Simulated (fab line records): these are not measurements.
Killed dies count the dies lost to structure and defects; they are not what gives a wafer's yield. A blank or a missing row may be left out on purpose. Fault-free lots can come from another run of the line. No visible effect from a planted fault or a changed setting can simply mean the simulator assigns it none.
Chamber matching :: flow n5-finfet :: 4 sister chambers for N5_BEOL_M0_SAQP_STRIP_108 on rie-diel-02
The step strips in N2/H2. 4 wafers are shown with their chamber, then 10 later ones without.

EACH WAFER AND ITS CHAMBER
wafer: L088.1
chamber: 1
showerhead-plenum-p-Torr (Torr): 3.57

wafer: L088.2
chamber: 0
showerhead-plenum-p-Torr (Torr): 3.49

wafer: L089.1
chamber: 3
showerhead-plenum-p-Torr (Torr): 3.53

wafer: L089.3
chamber: 2
showerhead-plenum-p-Torr (Torr): 3.26

WAFERS WITHOUT THEIR CHAMBER
wafer: L089.5
showerhead-plenum-p-Torr (Torr): 3.26

wafer: L091.1
showerhead-plenum-p-Torr (Torr): 3.52

wafer: L091.3
showerhead-plenum-p-Torr (Torr): 3.57

wafer: L091.5
showerhead-plenum-p-Torr (Torr): 3.26

wafer: L093.1
showerhead-plenum-p-Torr (Torr): 3.57

wafer: L093.3
showerhead-plenum-p-Torr (Torr): 3.49

wafer: L093.4
showerhead-plenum-p-Torr (Torr): 3.52

wafer: L097.2
showerhead-plenum-p-Torr (Torr): 3.56

wafer: L097.3
showerhead-plenum-p-Torr (Torr): 3.49

wafer: L097.6
showerhead-plenum-p-Torr (Torr): 3.49

CHAMBER TAKEN BY EACH
wafer: L089.5
from the rows above: 2
in truth: 2

wafer: L091.1
from the rows above: 3
in truth: 3

wafer: L091.3
from the rows above: 1
in truth: 1

wafer: L091.5
from the rows above: 2
in truth: 2

wafer: L093.1
from the rows above: 1
in truth: 1

wafer: L093.3
from the rows above: 0
in truth: 0

wafer: L093.4
from the rows above: 3
in truth: 3

wafer: L097.2
from the rows above: 1
in truth: 1

wafer: L097.3
from the rows above: 0
in truth: 0

wafer: L097.6
from the rows above: 0
in truth: 0
Correct placement for 10 of the 10. Can't be placed from these rows: 0. Placed wrongly: 0.
How it was worked out, from the rows above alone: a wafer's distance from a chamber is the root of the sum, over the readings, of the square of ((its reading less the chamber's mean) divided by the reading's scatter). If the next closest chamber is less than 2 further off than the closest, the wafer can't be placed; otherwise it belongs to the closest. A chamber's mean is the mean of its shown wafers. The scatter: root of mean squared gap, hidden wafer to nearest shown wafer, with one shown wafer a chamber.
